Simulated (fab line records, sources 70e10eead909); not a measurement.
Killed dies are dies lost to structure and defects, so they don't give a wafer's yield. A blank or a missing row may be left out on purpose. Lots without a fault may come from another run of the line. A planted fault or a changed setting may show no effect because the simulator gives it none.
Chamber matching | flow nand_harc | NHARC_A_CHANNEL_FILL_D1_ALD_25 on ald_hk-01: 4 sister chambers
The step deposits SiOx, target thk 60 nm, pulse time 10 s, ald cycles 600. 8 wafers are shown with their chamber, then 9 later ones without.

WAFERS WITH THEIR CHAMBER
wafer  | chamber | heater_power_w (W) | heater_power_outer_w (W)
L083.1 | 3       | 522                | 316
L083.2 | 2       | 495                | 271
L083.6 | 3       | 537                | 315
L086.3 | 1       | 572                | 295
L086.5 | 0       | 458                | 288
L089.1 | 2       | 501                | 274
L089.4 | 1       | 567                | 303
L089.3 | 0       | 453                | 293

WAFERS WITHOUT THEIR CHAMBER
wafer  | heater_power_w (W) | heater_power_outer_w (W)
L090.3 | 571                | 298
L090.5 | 503                | 271
L090.6 | 545                | 310
L093.4 | 536                | 308
L093.1 | 464                | 292
L093.3 | 496                | 273
L096.1 | 502                | 275
L096.4 | 565                | 307
L096.2 | 452                | 289

WHICH CHAMBER EACH WENT THROUGH
wafer  | from the rows above | in truth
L090.3 | 1                   | 1
L090.5 | 2                   | 2
L090.6 | 3                   | 3
L093.4 | 3                   | 3
L093.1 | 0                   | 0
L093.3 | 2                   | 2
L096.1 | 2                   | 2
L096.4 | 1                   | 1
L096.2 | 0                   | 0
Placed correctly: 9 of 9. Can't be placed from these rows: 0. Placed wrongly: 0.
How it was worked out, from the rows above alone: a wafer's distance from a chamber is the root of the sum, over the readings, of the square of ((its reading less the chamber's mean) divided by the reading's scatter). The wafer belongs to the nearest chamber; if the next one is less than 2 further off, it can't be placed. A chamber's mean is the mean of its shown wafers. The scatter: the root of (the sum of the squares of (reading less its chamber's mean) over the shown wafers, divided by (wafers less chambers)).
